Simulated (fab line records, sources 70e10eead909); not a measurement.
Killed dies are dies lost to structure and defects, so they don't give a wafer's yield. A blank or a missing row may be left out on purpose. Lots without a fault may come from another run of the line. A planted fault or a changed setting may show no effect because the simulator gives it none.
One fault seen from 2 desks | flow nand_harc | each desk has only its own numbers; what lay behind them comes last

THE METROLOGY DESK
What the gauges read, lot by lot, whatever tool the lot ran on: means of the sampled wafers that have a number. A lot is out of limits, marked OUT, if its mean lies more than 4 standard deviations from the usual mean; the brackets give that distance.
Columns: A = cd_nm at NHARC_P_ZERO_WELL_CD_MEAS_11, usual 499.6 nm; B = cd_nm at NHARC_P_GATE_CD_MEAS_11, usual 1640.0 nm
lot  | first seen here | A     | B
L880 | day 2 17:07     | 497.7 | 1641.5
L881 | day 3 03:07     | 499.3 | 1639.8
L882 | day 3 13:14     | 501.9 | 1637.3
L884 | day 4 09:15     | 501.4 | 1642.9
L885 | day 4 19:14     | 501.4 | 1639.9
L889 | day 6 11:14     | 501.0 | 1636.2
L890 | day 6 21:15     | 498.8 | 1639.7
L893 | day 8 03:14     | 501.0 | 1639.3
L894 | day 8 13:16     | 499.1 | 1642.4
L897 | day 9 19:07     | 500.5 | 1639.7
L898 | day 10 05:08    | 500.4 | 1641.1
L899 | day 10 15:07    | 501.0 | 1637.9
L900 | day 11 01:21    | 500.7 | 1641.5
This desk's finding: nothing out of limits on any of the 13 lots.

THE TOOL OWNER'S DESK: cmp-03
The tool's own readings at NHARC_P_STI_CMP_21 (polishes, t overpolish 20 s, target thk 380.67 nm): means of the sampled wafers that have a number, for each lot that ran on this tool. A lot is out of limits, marked OUT, if its mean lies more than 4 standard deviations from the usual mean; the brackets give that distance.
Columns: A = motor_current_A at NHARC_P_STI_CMP_21, usual 11.9 A; B = overpolish_run_s at NHARC_P_STI_CMP_21, usual 19.999 s
lot  | first seen here | A    | B
L880 | day 4 12:14     | 10.9 | 19.997
L884 | day 6 10:26     | 10.8 | 19.999
L885 | day 6 17:55     | 10.8 | 19.999
L889 | day 8 06:27     | 11.1 | 113.097 (+99 or more) OUT
L893 | day 9 19:17     | 11.5 | 113.097 (+99 or more) OUT
This desk's finding: out of limits on L889, L893; first on L889, day 8 06:27 (overpolish_run_s at NHARC_P_STI_CMP_21). In limits: L880, L884, L885.

PUT TOGETHER
The tool owner's desk could have raised an alarm at day 8 06:27, on L889, L893.
The metrology desk saw nothing out of limits.
The metrology desk has L889, L893 on record, within its limits.
Of the lots named, all ran NHARC_P_STI_CMP_21 on cmp-03.

WHAT THE SIMULATOR HAD PUT IN
Process parameter drift: cmp-03, from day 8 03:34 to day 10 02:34, at NHARC_P_STI_CMP_21. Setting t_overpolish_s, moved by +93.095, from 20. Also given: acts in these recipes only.
Lots struck among those shown: L889, L893.
Hours from the fault's start to each desk's first reading out of limits: the tool owner's desk, 3.
